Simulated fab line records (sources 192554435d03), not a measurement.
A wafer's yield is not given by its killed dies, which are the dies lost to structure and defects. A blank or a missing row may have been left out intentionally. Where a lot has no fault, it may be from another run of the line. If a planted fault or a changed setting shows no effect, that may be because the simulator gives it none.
Split-lot trial -- flow n5 finfet -- 39 wafers read across 7 lots, on a route 1938 steps long

== SPLIT DETAILS ==
At N5_BEOL_M11_TRENCH_ETCH_37 (etches SiCOH lowk in C4F6/O2, target depth 148.83 nm, time 48 s), the setting time s was moved away from the recipe's 48 s on 15 of the 39 wafers read, by -56.6% to +53.0%. This setting was run at the recipe's value on the other wafers.

== FROM THE SPLIT TO THE READING: what the file shows between them, 8 steps ==
- N5_BEOL_M11_ETCH_41: etches SiCN in CH3F/O2, target depth 42.6 nm, time 86 s
- N5_BEOL_M11_STRIP_77: strips in N2/H2, time 10 s
- N5_BEOL_M11_OCD_MEAS_38
- N5_BEOL_M11_HM_STRIP_39: strips TiN in peroxide tin strip, target depth 25 nm, time 158 s
- N5_BEOL_M11_SRD_40: time 30 s
- N5_BEOL_M11_ECD_50: material Cu, target thk 318 nm
- N5_BEOL_M11_ANNEAL_51: time 90 s
- N5_BEOL_M11_CMP_52: polishes, stops on SiCOH lowk, t overpolish 7 s, target thk 140 nm

== THE READING ==
M11_THK, in nm, at N5_BEOL_M11_THK_MEAS_53 (measures by xrf). Fault-free wafers of this fab line usually give 139.0 nm, standard deviation 3 nm.

wafer,"tool, chamber at the split","time s as run, s",against the recipe,"M11_THK, nm",against lot-mates on the recipe
L074.1,"rie diel-03, 1",69.84,+45.5%,217.6,+78.4
L074.2,"rie diel-03, 0",69.84,+45.5%,207.4,+68.2
L074.3,"rie diel-03, 2",69.84,+45.5%,208.6,+69.4
L074.4,"rie diel-03, 3",48,recipe,138.2,-
L074.5,"rie diel-03, 3",48,recipe,138.2,-
L074.6,"rie diel-03, 2",48,recipe,141.1,-
L078.1,"rie diel-03, 3",48,recipe,138.7,-
L078.2,"rie diel-03, 2",20.81,-56.6%,55.3,-84.6
L078.3,"rie diel-03, 1",48,recipe,143.1,-
L078.4,"rie diel-03, 0",20.81,-56.6%,54.8,-85.1
L078.5,"rie diel-03, 1",20.81,-56.6%,57.4,-82.5
L078.6,"rie diel-03, 2",48,recipe,137.8,-
L080.1,"rie diel-02, 1",48,recipe,141.1,-
L080.2,"rie diel-02, 2",48,recipe,143.3,-
L080.3,"rie diel-02, 0",48,recipe,138.8,-
L083.1,"rie diel-03, 2",48,recipe,135.3,-
L083.2,"rie diel-03, 1",48,recipe,143.2,-
L083.3,"rie diel-03, 3",48,recipe,135.0,-
L083.4,"rie diel-03, 0",48,recipe,135.8,-
L083.5,"rie diel-03, 2",48,recipe,133.1,-
L083.6,"rie diel-03, 3",48,recipe,133.9,-
L086.1,"rie diel-02, 1",48,recipe,138.9,-
L086.2,"rie diel-02, 0",67.13,+39.9%,197.1,+56.5
L086.3,"rie diel-02, 2",67.13,+39.9%,203.9,+63.3
L086.4,"rie diel-02, 3",48,recipe,141.7,-
L086.5,"rie diel-02, 0",67.13,+39.9%,196.6,+56.0
L086.6,"rie diel-02, 1",48,recipe,141.1,-
L091.1,"rie diel-04, 1",48,recipe,134.2,-
L091.2,"rie diel-04, 3",73.46,+53.0%,221.9,+84.8
L091.3,"rie diel-04, 0",48,recipe,139.9,-
L091.4,"rie diel-04, 2",73.46,+53.0%,214.7,+77.6
L091.5,"rie diel-04, 3",73.46,+53.0%,220.3,+83.2
L091.6,"rie diel-04, 0",48,recipe,137.2,-
L094.1,"rie diel-03, 3",48,recipe,135.1,-
L094.2,"rie diel-03, 0",35.27,-26.5%,100.1,-38.8
L094.3,"rie diel-03, 1",35.27,-26.5%,102.1,-36.8
L094.4,"rie diel-03, 2",35.27,-26.5%,99.7,-39.2
L094.5,"rie diel-03, 1",48,recipe,142.9,-
L094.6,"rie diel-03, 0",48,recipe,138.7,-

FIT RESULTS
A straight line over all 39 wafers: M11_THK changes by +1.51 nm for each +1% of time s; r = +1.00; the points scatter about the line by 3.4 nm.
The same after taking each lot's own level away (the mean of its wafers on the recipe; 39 wafers): +1.51 nm for each +1%; r = +1.00; scatter 3 nm.
The reading moves by 86 nm for the largest change in time s, on that fit.
The lots' own levels span 136.05 to 141.07 nm, that is 1.7 times the standard deviation above.
So the lot-to-lot level changes the slope little: the two slopes agree.
Check: -85.2 nm against its lot-mates is what the line predicts for one of the wafers moved furthest among these (-56.6%) when that wafer is left out of the fit. It came out at -84.6 nm against them.

== THE WHOLE CHAIN: every reading that the file lists as answering this split, in the file's order ==
step,what it does,reading,change (the file's fit),r (the file's)
N5_BEOL_M11_TRENCH_ETCH_37,"etches SiCOH lowk in C4F6/O2, target depth 148.83 nm, time 48 s","BEOL_M11.feature depth nm (the simulator's own value, which no gauge read)",+1.53 nm for each +1% of the setting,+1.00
N5_BEOL_M11_TRENCH_ETCH_37,"etches SiCOH lowk in C4F6/O2, target depth 148.83 nm, time 48 s","etch.depth nm (the simulator's own value, which no gauge read)",+1.53 nm for each +1% of the setting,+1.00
N5_BEOL_M11_TRENCH_ETCH_37,"etches SiCOH lowk in C4F6/O2, target depth 148.83 nm, time 48 s","TiN_of_BEOL_M11_HM_DEP_02.thk nm (the simulator's own value, which no gauge read)",-0.0434 nm for each +1% of the setting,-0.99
N5_BEOL_M11_OCD_MEAS_38,,trench depth nm,+1.53 nm for each +1% of the setting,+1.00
N5_BEOL_M11_CMP_52,"polishes, stops on SiCOH lowk, t overpolish 7 s, target thk 140 nm","Cu_of_BEOL_M11_ECD_50.thk nm (the simulator's own value, which no gauge read)",+1.53 nm for each +1% of the setting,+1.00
N5_BEOL_M11_THK_MEAS_53,measures by xrf,M11_THK,+1.52 for each +1% of the setting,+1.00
N5_BEOL_M11_RS_MEAS_57,measures by four-point-probe,M11_RS,"not straight: 0.436 at the lowest setting, 0.151 at the recipe, 0.092 at the highest",not given

== FILE'S OWN FIT ==
M11_THK changes by +1.52 nm for each +1% of time s, r = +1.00.
